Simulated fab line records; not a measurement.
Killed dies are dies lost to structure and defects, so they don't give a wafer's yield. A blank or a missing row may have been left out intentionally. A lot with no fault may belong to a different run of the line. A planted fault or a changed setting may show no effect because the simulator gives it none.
Chamber matching ; flow n5-finfet ; N5_DUMMY_GATE_ETCH_42 on rie-diel-01 has 4 sister chambers
The step etches SiO2 in CHF3/O2, target depth 3.5 nm, time 31 s. 8 wafers are shown with their chamber, then 8 later ones without.

## WAFERS PAIRED WITH THEIR CHAMBERS
wafer;chamber;throttle-valve-pct (%);drypump-motor-current-A (A)
L074.3;2;19.10;6.1
L075.3;2;19.10;6.1
L077.6;0;19.01;6.1
L078.6;0;19.02;6.1
L085.1;3;18.73;6.7
L085.3;1;18.57;5.8
L085.5;1;18.57;5.9
L086.1;3;18.76;6.6

## WAFERS WITHOUT THEIR CHAMBER
wafer;throttle-valve-pct (%);drypump-motor-current-A (A)
L086.2;19.12;6.0
L086.3;18.56;5.9
L091.2;18.62;6.1
L091.3;18.76;6.7
L091.6;18.61;6.1
L092.2;18.78;6.7
L092.3;18.62;6.1
L092.4;18.78;6.7

## EACH ONE'S CHAMBER
wafer;from the rows above;in truth
L086.2;2;2
L086.3;1;1
L091.2;1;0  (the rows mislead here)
L091.3;3;3
L091.6;1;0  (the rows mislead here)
L092.2;3;3
L092.3;1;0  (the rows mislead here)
L092.4;3;3
Correct placement for 5 of the 8. Can't be placed from these rows: 0. 3 placed wrongly.
How it was worked out, from the rows above alone: a wafer's distance from a chamber is the root of the sum, over the readings, of the square of ((its reading less the chamber's mean) divided by the reading's scatter). If the next closest chamber is less than 2 further off than the closest, the wafer can't be placed; otherwise it belongs to the closest. The mean given for a chamber averages the wafers shown for that chamber. The scatter: the root of (the sum of the squares of (reading less its chamber's mean) over the shown wafers, divided by (wafers less chambers)).
